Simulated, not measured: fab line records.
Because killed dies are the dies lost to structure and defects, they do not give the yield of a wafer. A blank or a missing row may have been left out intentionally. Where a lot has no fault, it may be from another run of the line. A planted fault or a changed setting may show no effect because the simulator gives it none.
The same fault as seen by 2 desks :: flow nand_harc :: numbers are kept per desk, each desk with only its own; the story behind them comes last

## METROLOGY DESK
Lot by lot, what the gauges showed, no matter which tool ran the lot: averages of those sampled wafers that carry a number. The brackets show how far a lot's mean lies from the usual mean; more than 4 standard deviations puts the lot out of limits, marked OUT.
Columns: A = thk_nm at NHARC_A_ONON_D1_THK_MEAS_24, usual 1002 nm
lot: L210
first seen here: day 7 22:16
A: 994

lot: L212
first seen here: day 8 13:25
A: 1001

lot: L213
first seen here: day 8 23:44
A: 998

lot: L214
first seen here: day 9 11:20
A: 1001

lot: L215
first seen here: day 9 11:32
A: 987

lot: L218
first seen here: day 9 19:53
A: 988

lot: L221
first seen here: day 11 10:33
A: 990

lot: L224
first seen here: day 11 20:20
A: 686 (-35) OUT

lot: L227
first seen here: day 12 12:52
A: 675 (-36) OUT

lot: L228
first seen here: day 12 12:55
A: 997

lot: L229
first seen here: day 13 12:22
A: 1004

lot: L231
first seen here: day 13 12:31
A: 1013

lot: L230
first seen here: day 13 12:43
A: 1005

lot: L232
first seen here: day 14 09:55
A: 1015
Finding of this desk: L224, L227 out of limits; the first was L224 at day 11 20:20, on thk_nm at NHARC_A_ONON_D1_THK_MEAS_24. In limits: L210, L212, L213, L214, L215, L218, L221, L228, L229, L231, L230, L232.

## THE DEFECT DESK
Counts from the inspections along the route, per lot, as means over the sampled wafers that have a number. The brackets show how far a lot's mean lies from the usual mean; more than 4 standard deviations puts the lot out of limits, marked OUT.
Columns: A = raw_defect_count at NHARC_P_BONDPAD_INSPECT_23, usual 357; B = raw_defect_count at NHARC_A_ONON_D1_INSPECT_32, usual 70
lot: L210
first seen here: day 6 11:16
A: 360
B: 86

lot: L212
first seen here: day 6 21:47
A: 756
B: 64

lot: L213
first seen here: day 7 11:04
A: 280
B: 113

lot: L214
first seen here: day 7 21:32
A: 300
B: 56

lot: L215
first seen here: day 8 00:49
A: 267
B: 39

lot: L218
first seen here: day 8 09:02
A: 435
B: 55

lot: L221
first seen here: day 9 23:11
A: 333
B: 111

lot: L224
first seen here: day 10 10:04
A: 380
B: 47

lot: L227
first seen here: day 11 01:51
A: 217
B: 60

lot: L228
first seen here: day 11 03:52
A: 353
B: 73

lot: L229
first seen here: day 11 15:44
A: 259
B: 66

lot: L230
first seen here: day 11 19:46
A: 439
B: 40

lot: L231
first seen here: day 11 20:22
A: 431
B: 52

lot: L232
first seen here: day 12 19:46
A: 284
B: 44
Finding of this desk: none of the 14 lots has anything out of limits.

## PUT TOGETHER
An alarm was possible from the metrology desk at day 11 20:20, on L224, L227.
No out-of-limits result turned up at the defect desk.
The defect desk has L224, L227 on record, within its limits.
The lots listed all ran NHARC_A_ONON_D1_DEP_22 on pecvd_onon-02.

## WHAT THE SIMULATOR PUT IN
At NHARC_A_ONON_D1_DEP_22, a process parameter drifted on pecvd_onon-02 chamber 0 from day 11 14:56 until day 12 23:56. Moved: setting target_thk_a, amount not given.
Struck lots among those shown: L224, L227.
Per desk, hours elapsed from the start of the fault to the first reading out of limits: for the metrology desk, 5.
